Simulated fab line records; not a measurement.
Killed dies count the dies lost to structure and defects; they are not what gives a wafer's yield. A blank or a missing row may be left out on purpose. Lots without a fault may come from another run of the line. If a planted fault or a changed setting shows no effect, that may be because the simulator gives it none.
fab line records ; flow n5Finfet
record: lots: 7; wafers: 39
route steps=1938 shown DUMMY_GATE@243 SD_EPI_P@312 HKMG_FIN@435
startH: start of the lot's first displayed wafer, in hours after the record's first day ; waitH: hours elapsed since this lot's preceding step ; " identical to the entry in the row above ; L1.1+2: several wafers, shown together as one row ; - no value, or no start given ; * or withheld: withheld ; < > ~ a bound
route shown NAME@n: a module of which the file shows steps, and the number in the route of the first ; usual: average and standard deviation across the fault-free wafers ; same: alike in all rows ; chamber/n: place in a boat ; sites: the reading at each site ; _std_site: the values' standard deviation ; _edge_site: inner sites' mean taken away from outer sites' mean ; radiusMm: how far each site lies from the wafer's centre ; mask NAME#n: copy n ; behind: the tool/chamber that last shaped the wafer ; hold: the reason the lot was held/the length of the hold in hours/how it ended ; device: names the non-switching transistor (n, p or np) ; end of line: the tests these same wafers got at the end of their route ; a step given without rows: its recipe and nothing more ; killed: not the wafer's yield, but the dies lost to structure and defects at the first sort ; map: a wafer's dies, x killed, . not, _ none there
set.NAME: the setting as run; set.NAME@STEP: as run at that earlier step ; model.NAME: the simulator's own value behind a step, which no gauge read
lots run with intentionally changed settings; tables by step, rows by wafer
== steps ==
step: N5_DUMMY_GATE_ETCH_31
recipe: chemistry: C4F6/O2; target: SiO2; maskMaterial: SOC; targetDepthA: 825; timeS: 27.5; ionEnergyEv: 250; pressureMtorr: 30; sourceW: 345; biasW: 185; Ar_flow_sccm: 300; C4F6_flow_sccm: 10; O2_flow_sccm: 10
lot.wafer;tool;chamber;startH;waitH;set.targetDepthA;model.etch.depthNm
L078.1;rieDiel-06;0;72.37;0.0;825;81.96
L078.2;rieDiel-06;3;72.37;0.0;856.5;85.79
L078.3;rieDiel-06;1;72.37;0.0;825;80.32
L078.4;rieDiel-06;2;72.37;0.0;856.5;85.65
L078.5;rieDiel-06;1;72.37;0.0;825;80.21
L078.6;rieDiel-06;2;72.37;0.0;856.5;85.27
L081.1;rieDiel-06;3;89.14;0.0;825;82.21
L081.2;rieDiel-06;1;89.14;0.0;825;80.72
L081.3;rieDiel-06;0;89.14;0.0;825;81.79
L081.4;rieDiel-06;2;89.14;0.0;791.3;78.63
L081.5;rieDiel-06;2;89.14;0.0;791.3;78.64
L081.6;rieDiel-06;3;89.14;0.0;791.3;79.08
L084.1;rieDiel-01;3;105.98;0.0;825;81.8
L084.2;rieDiel-01;0;105.98;0.0;825;82.6
L084.3;rieDiel-01;2;105.98;0.0;825;82.47
L084.4;rieDiel-01;1;105.98;0.0;825;82.49
L084.5;rieDiel-01;1;105.98;0.0;825;82.79
L084.6;rieDiel-01;0;105.98;0.0;825;82.69
L087.1;rieDiel-01;3;127.15;0.0;825;81.94
L087.2;rieDiel-01;0;127.15;0.0;879.4;86.9
L087.3;rieDiel-01;1;127.15;0.0;825;82.43
L087.4;rieDiel-01;3;127.15;0.0;825;82.26
L087.5;rieDiel-01;1;127.15;0.0;879.4;87.17
L087.6;rieDiel-01;0;127.15;0.0;879.4;87.56
L093.1;rieDiel-01;3;175.65;0.0;825;84.39
L093.2;rieDiel-01;1;175.65;0.0;894.2;88.77
L093.3;rieDiel-01;2;175.65;0.0;825;84
L093.4;rieDiel-01;0;175.65;0.0;894.2;89.18
L093.5;rieDiel-01;3;175.65;0.0;825;83.3
L093.6;rieDiel-01;2;175.65;0.0;894.2;90.74
L094.2;rieDiel-03;3;187.04;0.0;825;83.3
L094.3;rieDiel-03;0;187.04;0.0;825;82.33
L094.6;rieDiel-03;2;187.04;0.0;825;81.36
L096.1;rieDiel-03;0;188.10;0.3;825;81.36
L096.2;rieDiel-03;3;188.10;0.3;825;82.82
L096.3;rieDiel-03;2;188.10;0.3;825;81.01
L096.4;rieDiel-03;0;188.10;0.3;825;81.19
L096.5;rieDiel-03;2;188.10;0.3;825;81.22
L096.6;rieDiel-03;3;188.10;0.3;825;83.26
step: N5_DUMMY_GATE_ETCH_42
recipe: chemistry: CHF3/O2; target: SiO2; targetDepthA: 35; timeS: 31; ionEnergyEv: 30; biasW: 12; pressureMtorr: 30; sourceW: 600; Ar_flow_sccm: 200; CHF3_flow_sccm: 50; O2_flow_sccm: 5
usual: rfVppV: 42.6/0.91
lot.wafer;tool;chamber;startH;waitH;set.biasW;rfVppV
L078.1;rieDiel-01;0;72.86;0.0;9.871;37.6
L078.2;rieDiel-01;3;72.86;0.0;12;42.4
L078.3;rieDiel-01;2;72.86;0.0;9.871;36.1
L078.4;rieDiel-01;1;72.86;0.0;9.871;37.0
L078.5;rieDiel-01;1;72.86;0.0;12;43.4
L078.6;rieDiel-01;2;72.86;0.0;12;41.8
L081.1;rieDiel-01;2;89.64;0.0;11.4;39.6
L081.2;rieDiel-01;1;89.64;0.0;11.4;40.7
L081.3;rieDiel-01;0;89.64;0.0;12;42.3
L081.4;rieDiel-01;3;89.64;0.0;12;42.3
L081.5;rieDiel-01;1;89.64;0.0;12;41.7
L081.6;rieDiel-01;0;89.64;0.0;11.4;40.4
L084.1;rieDiel-03;3;106.71;0.3;12;41.5
L084.2;rieDiel-03;2;106.71;0.3;9.998;36.7
L084.3;rieDiel-03;0;106.71;0.3;9.998;35.8
L084.4;rieDiel-03;1;106.71;0.3;12;43.7
L084.5;rieDiel-03;3;106.71;0.3;9.998;36.4
L084.6;rieDiel-03;0;106.71;0.3;12;41.7
L087.1;rieDiel-01;1;127.65;0.0;12;43.1
L087.2;rieDiel-01;3;127.65;0.0;12;41.1
L087.3;rieDiel-01;0;127.65;0.0;12;42.7
L087.4;rieDiel-01;0;127.65;0.0;12;42.8
L087.5;rieDiel-01;3;127.65;0.0;12;42.8
L087.6;rieDiel-01;1;127.65;0.0;12;43.1
L093.1;rieDiel-01;1;176.15;0.0;12;42.8
L093.2;rieDiel-01;0;176.15;0.0;12;43.2
L093.3;rieDiel-01;3;176.15;0.0;12;42.9
L093.4;rieDiel-01;2;176.15;0.0;12;44.4
L093.5;rieDiel-01;3;176.15;0.0;12;42.3
L093.6;rieDiel-01;2;176.15;0.0;12;44.6
L094.2;rieDiel-03;3;187.57;0.1;12;42.2
L094.3;rieDiel-03;0;187.57;0.1;12;43.1
L094.6;rieDiel-03;0;187.57;0.1;12;43.9
L096.1;rieDiel-03;3;188.84;0.3;12;41.9
L096.2;rieDiel-03;2;188.84;0.3;12;43.7
L096.3;rieDiel-03;0;188.84;0.3;12;41.6
L096.4;rieDiel-03;0;188.84;0.3;12;43.1
L096.5;rieDiel-03;2;188.84;0.3;12;43.9
L096.6;rieDiel-03;3;188.84;0.3;12;42.1
step: N5_SD_EPI_P_ETCH_16
recipe: chemistry: CHF3/O2; target: SiO2; targetDepthA: 50; maskMaterial: SOC; pressureMtorr: 30; sourceW: 650; biasW: 170; Ar_flow_sccm: 200; CHF3_flow_sccm: 50; O2_flow_sccm: 5; ionEnergyEv: 200
lot.wafer;tool;chamber;startH;waitH;set.targetDepthA;model.etch.depthNm
L078.1;rieDiel-03;3;79.60;0.1;52.73;5.29
L078.2;rieDiel-03;2;79.60;0.1;52.73;5.23
L078.3;rieDiel-03;0;79.60;0.1;50;4.977
L078.4;rieDiel-03;0;79.60;0.1;50;4.916
L078.5;rieDiel-03;3;79.60;0.1;50;4.967
L078.6;rieDiel-03;2;79.60;0.1;52.73;5.232
L081.1;rieDiel-01;2;96.41;0.1;50;5.011
L081.2;rieDiel-01;0;96.41;0.1;50;5.063
L081.3;rieDiel-01;3;96.41;0.1;50;5.037
L081.4;rieDiel-01;1;96.41;0.1;50;5.043
L081.5;rieDiel-01;0;96.41;0.1;50;5.041
L081.6;rieDiel-01;1;96.41;0.1;50;5.022
L084.1;rieDiel-03;1;114.17;0.1;53.82;5.435
L084.2;rieDiel-03;3;114.17;0.1;53.82;5.456
L084.3;rieDiel-03;0;114.17;0.1;50;4.919
L084.4;rieDiel-03;2;114.17;0.1;53.82;5.361
L084.5;rieDiel-03;3;114.17;0.1;50;5.046
L084.6;rieDiel-03;0;114.17;0.1;50;4.961
L087.1;rieDiel-01;1;144.28;0.1;50;5.016
L087.2;rieDiel-01;0;144.28;0.1;50;5.037
L087.3;rieDiel-01;2;144.28;0.1;50;5.184
L087.4;rieDiel-01;3;144.28;0.1;50;5.034
L087.5;rieDiel-01;2;144.28;0.1;50;5.107
L087.6;rieDiel-01;1;144.28;0.1;50;5.028
L093.1;rieDiel-01;3;183.50;0.1;50;5.057
L093.2;rieDiel-01;1;183.50;0.1;48.09;4.751
L093.3;rieDiel-01;2;183.50;0.1;50;5.083
L093.4;rieDiel-01;0;183.50;0.1;50;5.011
L093.5;rieDiel-01;2;183.50;0.1;48.09;4.921
L093.6;rieDiel-01;1;183.50;0.1;48.09;4.745
L094.2;rieDiel-03;0;195.36;0.1;50;4.979
L094.3;rieDiel-03;3;195.36;0.1;50;5.055
L094.6;rieDiel-03;0;195.36;0.1;50;4.994
L096.1;rieDiel-06;2;198.42;0.1;44.01;4.414
L096.2;rieDiel-06;1;198.42;0.1;50;4.881
L096.3;rieDiel-06;3;198.42;0.1;44.01;4.401
L096.4;rieDiel-06;1;198.42;0.1;50;4.928
L096.5;rieDiel-06;2;198.42;0.1;50;5.008
L096.6;rieDiel-06;3;198.42;0.1;44.01;4.392
step: N5_HKMG_FIN_ETCH_32
recipe: chemistry: N2/H2; target: SOC; targetDepthA: 2400; tempC: 40; timeS: 300; ionEnergyEv: 200; maskMaterial: SiARC; pressureMtorr: 30; sourceW: 840; biasW: 150; n2FlowSccm: 200; h2FlowSccm: 200
usual: rfVppV: 524.6/1.6
lot.wafer;tool;chamber;startH;waitH;set.biasW;rfVppV;model.HKMG_FIN.featureDepthNm;model.etch.depthNm;model.SiARC_of_HKMG_FIN_COAT_30.thkNm
L078.1;rieDiel-05;3;99.63;0.0;158.4;544.3;244.6;244.5;20.6
L078.2;rieDiel-05;0;99.63;0.0;150;524.1;243.2;243.3;21.2
L078.3;rieDiel-05;2;99.63;0.0;150;523.6;243.4;243.4;21.2
L078.4;rieDiel-05;1;99.63;0.0;158.4;540.5;248.8;248.8;20.2
L078.5;rieDiel-05;1;99.63;0.0;158.4;540.1;250.2;250.2;20
L078.6;rieDiel-05;0;99.63;0.0;150;525.3;242.2;242.3;21.4
L081.1;rieDiel-04;3;116.39;0.0;150;525.1;236.8;236.7;21.6
L081.2;rieDiel-04;2;116.39;0.0;150;524.0;242.6;242.6;21
L081.3;rieDiel-04;0;116.39;0.0;150;522.6;239.8;239.8;21.2
L081.4;rieDiel-04;1;116.39;0.0;150;526.2;238.6;238.6;21.2
L081.5;rieDiel-04;2;116.39;0.0;150;523.2;242.4;242.4;21
L081.6;rieDiel-04;3;116.39;0.0;150;526.5;237.6;237.6;21.6
L084.1;rieDiel-02;1;148.90;0.0;178.3;583.7;263.8;263.8;17.8
L084.2;rieDiel-02;2;148.90;0.0;150;524.3;241.6;241.6;20.8
L084.3;rieDiel-02;0;148.90;0.0;178.3;584.8;261.2;261.2;18
L084.4;rieDiel-02;3;148.90;0.0;178.3;587.6;259.8;259.7;18
L084.5;rieDiel-02;3;148.90;0.0;150;525.2;235.6;235.6;21.4
L084.6;rieDiel-02;0;148.90;0.0;150;525.4;238.8;238.9;21.2
L087.1;rieDiel-05;3;166.47;0.0;150;526.5;240.4;240.4;21.4
L087.2;rieDiel-05;0;166.47;0.0;150;524.1;244.6;244.6;21
L087.3;rieDiel-05;1;166.47;0.0;150;521.6;243;243;21
L087.4;rieDiel-05;2;166.47;0.0;150;523.7;243.4;243.5;21
L087.5;rieDiel-05;3;166.47;0.0;150;526.9;240.6;240.7;21.2
L087.6;rieDiel-05;2;166.47;0.0;150;524.2;242.6;242.5;21
L093.1;rieDiel-05;2;204.15;0.0;132.6;483.9;228;227.9;23.2
L093.2;rieDiel-05;3;204.15;0.0;132.6;487.0;225;225;23.4
L093.3;rieDiel-05;1;204.15;0.0;150;521.8;242.8;242.8;21
L093.4;rieDiel-05;0;204.15;0.0;150;524.5;241.8;241.9;21.2
L093.5;rieDiel-05;2;204.15;0.0;150;523.2;241.6;241.5;21.2
L093.6;rieDiel-05;1;204.15;0.0;132.6;483.7;229.8;229.9;23.2
L094.2;rieDiel-05;3;218.36;0.0;150;527.7;238;237.9;21.4
L094.3;rieDiel-05;0;218.36;0.0;150;524.2;242;241.9;21.2
L094.6;rieDiel-05;3;218.36;0.0;150;527.8;238.2;238.2;21.4
L096.1;rieDiel-04;0;218.79;0.0;150;521.4;238.8;238.8;21.4
L096.2;rieDiel-04;1;218.79;0.0;150;525.9;240.2;240.2;21.2
L096.3;rieDiel-04;3;218.79;0.0;150;525.4;239.2;239.2;21.6
L096.4;rieDiel-04;2;218.79;0.0;150;523.3;241.4;241.3;21
L096.5;rieDiel-04;0;218.79;0.0;150;521.8;239.2;239.2;21.2
L096.6;rieDiel-04;3;218.79;0.0;150;525.7;237;236.9;21.6
== key ==
split: step: N5_DUMMY_GATE_ETCH_31; setting: targetDepthA; stated: 825; by: wafer
response: step: N5_DUMMY_GATE_ETCH_31; reading: model.etch.depthNm; change: +0.758; per: 1%; r: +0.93
split: step: N5_DUMMY_GATE_ETCH_42; setting: biasW; stated: 12; by: wafer
response: step: N5_DUMMY_GATE_ETCH_42; reading: rfVppV; change: +0.339; per: 1%; r: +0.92
split: step: N5_SD_EPI_P_ETCH_16; setting: targetDepthA; stated: 50; by: wafer
response: step: N5_SD_EPI_P_ETCH_16; reading: model.etch.depthNm; change: +0.0502; per: 1%; r: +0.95
split: step: N5_HKMG_FIN_ETCH_32; setting: biasW; stated: 150; by: wafer
response: step: N5_HKMG_FIN_ETCH_32; reading: rfVppV; change: +3.22; per: 1%; r: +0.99
response: step: N5_HKMG_FIN_ETCH_32; reading: model.HKMG_FIN.featureDepthNm; change: +1.2; per: 1%; r: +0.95
response: step: N5_HKMG_FIN_ETCH_32; reading: model.etch.depthNm; change: +1.2; per: 1%; r: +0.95
response: step: N5_HKMG_FIN_ETCH_32; reading: model.SiARC_of_HKMG_FIN_COAT_30.thkNm; change: -0.174; per: 1%; r: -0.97
